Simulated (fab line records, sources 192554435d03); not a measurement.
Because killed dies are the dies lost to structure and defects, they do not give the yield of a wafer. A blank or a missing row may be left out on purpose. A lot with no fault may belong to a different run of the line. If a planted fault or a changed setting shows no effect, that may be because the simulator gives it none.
Matching of chambers / flow n5-finfet / N5_BEOL_M8_DEP_56 on pecvd-01: 3 sister chambers
The step deposits SiCN from 3MS/NH3, target thk 10 nm, time 17.5 s. 16 wafers are shown with their chamber, then 8 later ones without.

WAFERS PAIRED WITH THEIR CHAMBERS
wafer=L079.3; chamber=0; throttle-valve-pct (%)=9.0; rf-fwd-power-W (W)=199.0; showerhead-plenum-p-Torr (Torr)=3.665
wafer=L079.5; chamber=1; throttle-valve-pct (%)=9.4; rf-fwd-power-W (W)=199.8; showerhead-plenum-p-Torr (Torr)=3.662
wafer=L079.6; chamber=0; throttle-valve-pct (%)=9.1; rf-fwd-power-W (W)=199.3; showerhead-plenum-p-Torr (Torr)=3.664
wafer=L080.3; chamber=2; throttle-valve-pct (%)=8.9; rf-fwd-power-W (W)=201.1; showerhead-plenum-p-Torr (Torr)=3.678
wafer=L080.4; chamber=0; throttle-valve-pct (%)=8.9; rf-fwd-power-W (W)=199.2; showerhead-plenum-p-Torr (Torr)=3.666
wafer=L080.6; chamber=1; throttle-valve-pct (%)=9.4; rf-fwd-power-W (W)=200.5; showerhead-plenum-p-Torr (Torr)=3.670
wafer=L086.2; chamber=1; throttle-valve-pct (%)=9.6; rf-fwd-power-W (W)=201.0; showerhead-plenum-p-Torr (Torr)=3.670
wafer=L086.4; chamber=2; throttle-valve-pct (%)=8.6; rf-fwd-power-W (W)=199.9; showerhead-plenum-p-Torr (Torr)=3.667
wafer=L086.5; chamber=1; throttle-valve-pct (%)=9.6; rf-fwd-power-W (W)=200.5; showerhead-plenum-p-Torr (Torr)=3.666
wafer=L088.2; chamber=1; throttle-valve-pct (%)=9.5; rf-fwd-power-W (W)=200.5; showerhead-plenum-p-Torr (Torr)=3.674
wafer=L088.5; chamber=1; throttle-valve-pct (%)=9.8; rf-fwd-power-W (W)=201.2; showerhead-plenum-p-Torr (Torr)=3.651
wafer=L088.6; chamber=0; throttle-valve-pct (%)=8.8; rf-fwd-power-W (W)=198.9; showerhead-plenum-p-Torr (Torr)=3.660
wafer=L090.2; chamber=2; throttle-valve-pct (%)=8.8; rf-fwd-power-W (W)=200.3; showerhead-plenum-p-Torr (Torr)=3.684
wafer=L090.4; chamber=0; throttle-valve-pct (%)=9.0; rf-fwd-power-W (W)=198.9; showerhead-plenum-p-Torr (Torr)=3.668
wafer=L090.5; chamber=1; throttle-valve-pct (%)=9.4; rf-fwd-power-W (W)=199.9; showerhead-plenum-p-Torr (Torr)=3.655
wafer=L094.1; chamber=1; throttle-valve-pct (%)=9.5; rf-fwd-power-W (W)=200.2; showerhead-plenum-p-Torr (Torr)=3.664

SIGNATURES (means of the wafers above)
reading=throttle-valve-pct; chamber 0=8.960; chamber 1=9.525; chamber 2=8.767; scatter within a chamber=0.134
reading=rf-fwd-power-W; chamber 0=199.060; chamber 1=200.450; chamber 2=200.433; scatter within a chamber=0.442
reading=showerhead-plenum-p-Torr; chamber 0=3.66460; chamber 1=3.66400; chamber 2=3.67633; scatter within a chamber=0.00687
Rule: a wafer's distance from a chamber is the root of the sum, over the readings, of the square of ((its reading less the chamber's mean) divided by the reading's scatter). The wafer belongs to the nearest chamber; if the next one is less than 2 further off, it can't be placed. How the scatter is found: for the shown wafers, subtract from each reading the mean of its chamber, square and add these, divide the total by (wafers less chambers), then take the root.

WAFERS WHOSE CHAMBER IS MISSING
wafer=L094.4; throttle-valve-pct (%)=8.8; rf-fwd-power-W (W)=198.9; showerhead-plenum-p-Torr (Torr)=3.669
wafer=L094.5; throttle-valve-pct (%)=8.8; rf-fwd-power-W (W)=201.1; showerhead-plenum-p-Torr (Torr)=3.671
wafer=L092.4; throttle-valve-pct (%)=9.5; rf-fwd-power-W (W)=199.8; showerhead-plenum-p-Torr (Torr)=3.668
wafer=L092.5; throttle-valve-pct (%)=8.6; rf-fwd-power-W (W)=200.6; showerhead-plenum-p-Torr (Torr)=3.671
wafer=L092.6; throttle-valve-pct (%)=8.7; rf-fwd-power-W (W)=198.8; showerhead-plenum-p-Torr (Torr)=3.660
wafer=L096.3; throttle-valve-pct (%)=9.6; rf-fwd-power-W (W)=200.4; showerhead-plenum-p-Torr (Torr)=3.659
wafer=L096.4; throttle-valve-pct (%)=8.9; rf-fwd-power-W (W)=198.0; showerhead-plenum-p-Torr (Torr)=3.652
wafer=L096.6; throttle-valve-pct (%)=9.5; rf-fwd-power-W (W)=199.5; showerhead-plenum-p-Torr (Torr)=3.662

THE CHAMBER EACH PASSED THROUGH
wafer=L094.4; from the rows above=0; in truth=0
wafer=L094.5; from the rows above=2; in truth=2
wafer=L092.4; from the rows above=1; in truth=1
wafer=L092.5; from the rows above=2; in truth=2
wafer=L092.6; from the rows above=0; in truth=0
wafer=L096.3; from the rows above=1; in truth=1
wafer=L096.4; from the rows above=0; in truth=0
wafer=L096.6; from the rows above=can't be placed: 1 or 0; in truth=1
Placed correctly: 7 of 8. Unplaceable from these rows: 1, with the true chamber sitting among the candidates in 1. Number placed wrongly: 0.
